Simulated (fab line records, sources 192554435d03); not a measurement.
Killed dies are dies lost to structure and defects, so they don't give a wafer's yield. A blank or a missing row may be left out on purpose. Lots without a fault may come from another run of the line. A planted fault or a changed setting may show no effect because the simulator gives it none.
Which tool did it? | flow n5_finfet | 11 lots, 31 wafers sampled, at 1 step of a route of 1938

WHAT THE GAUGES READ, wafer by wafer
N5_BEOL_M14_INSPECT_55: inspects for defects (darkfield).
lot  | measured     | on                | raw_defect_count
L123 | day 11 09:22 | defect_inspect-02 | 77 41 81
L125 | day 11 19:06 | defect_inspect-02 | 58 44 41
L126 | day 11 22:29 | defect_inspect-02 | 50 34 70
L130 | day 13 01:08 | defect_inspect-02 | 74 62 79
L131 | day 13 04:29 | defect_inspect-01 | 50 31 45
L132 | day 13 17:11 | defect_inspect-01 | 42 70 75
L133 | day 13 20:49 | defect_inspect-01 | 27 47 37
L136 | day 14 11:39 | defect_inspect-02 | 59 97 91
L137 | day 14 12:00 | defect_inspect-01 | 105 74 80
L138 | day 14 22:02 | defect_inspect-02 | 84 45
L141 | day 16 00:41 | defect_inspect-02 | 93 68

WHICH TOOL RAN EACH LOT (tool, then ch and the chambers of the sampled wafers, then the start)
The record holds no process step before these readings.

WHAT THE TOOLS THEMSELVES READ (means of the sampled wafers that have a number; where no wafer has one, the mark that the record gives instead)
The record holds no such reading with a usual standard deviation.

THE ANSWER, worked out from the rows above alone
Rule: what is usual is taken from the lots themselves. Put in order of their means at a reading, lots are off if they are a third of the lots or fewer, leave a main group of 4 or more, and stand apart from it by a gap of 3 or more times the standard deviation of the main group's means; of several such gaps the widest counts. A main group whose means are all the same, to the digits that the tables above print for the reading, isn't used. A lot without any number at a reading at which 4 lots or more have one is off too. The other lots that the step has rows for count as sound. The gauges are gone through in route order, then the tools' own readings, and for those a lot's mean is taken as printed above. The first step at which some lot is off is used, and at that step the reading that is off furthest; a lot without a number counts as furthest.
No lot is off at any reading shown: from this, nothing can be told.

WHAT THE SIMULATOR HAD PUT IN
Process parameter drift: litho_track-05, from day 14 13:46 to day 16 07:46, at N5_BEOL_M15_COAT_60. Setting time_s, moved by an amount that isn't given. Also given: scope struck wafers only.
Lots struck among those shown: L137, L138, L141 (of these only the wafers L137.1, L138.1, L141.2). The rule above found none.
